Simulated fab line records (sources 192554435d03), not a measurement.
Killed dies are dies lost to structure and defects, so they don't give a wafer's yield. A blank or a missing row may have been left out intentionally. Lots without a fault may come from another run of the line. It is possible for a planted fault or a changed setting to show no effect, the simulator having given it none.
Chamber matching :: flow n5_finfet :: rie_diel-02 running N5_BEOL_M12_TRENCH_ETCH_34: 4 sister chambers
The step etches SiOC in C4F8/O2/Ar, target depth 318.95 nm, time 125.5 s. 4 wafers are shown with their chamber, then 8 later ones without.

## WAFERS, EACH WITH ITS CHAMBER
wafer: L087.1
chamber: 0
showerhead_plenum_p_Torr (Torr): 3.41

wafer: L087.3
chamber: 1
showerhead_plenum_p_Torr (Torr): 3.47

wafer: L087.4
chamber: 2
showerhead_plenum_p_Torr (Torr): 3.25

wafer: L090.3
chamber: 3
showerhead_plenum_p_Torr (Torr): 3.34

## WAFERS WHOSE CHAMBER IS MISSING
wafer: L090.4
showerhead_plenum_p_Torr (Torr): 3.47

wafer: L090.6
showerhead_plenum_p_Torr (Torr): 3.41

wafer: L091.2
showerhead_plenum_p_Torr (Torr): 3.25

wafer: L091.3
showerhead_plenum_p_Torr (Torr): 3.34

wafer: L091.6
showerhead_plenum_p_Torr (Torr): 3.34

wafer: L096.3
showerhead_plenum_p_Torr (Torr): 3.40

wafer: L096.5
showerhead_plenum_p_Torr (Torr): 3.46

wafer: L096.6
showerhead_plenum_p_Torr (Torr): 3.40

## EACH ONE'S CHAMBER
wafer: L090.4
from the rows above: 1
in truth: 1

wafer: L090.6
from the rows above: 0
in truth: 0

wafer: L091.2
from the rows above: 2
in truth: 2

wafer: L091.3
from the rows above: 3
in truth: 3

wafer: L091.6
from the rows above: 3
in truth: 3

wafer: L096.3
from the rows above: 0
in truth: 0

wafer: L096.5
from the rows above: 1
in truth: 1

wafer: L096.6
from the rows above: 0
in truth: 0
Correctly placed: 8 of 8. Not placeable from these rows: 0. 0 placed wrongly.
How it was worked out, from the rows above alone: a wafer's distance from a chamber is the root of the sum, over the readings, of the square of ((its reading less the chamber's mean) divided by the reading's scatter). If the next closest chamber is less than 2 further off than the closest, the wafer can't be placed; otherwise it belongs to the closest. For every chamber, the mean is computed from those of its wafers that are shown. The scatter: with one shown wafer a chamber, the root of the mean of the squares of how far each hidden wafer lies from its nearest shown one.
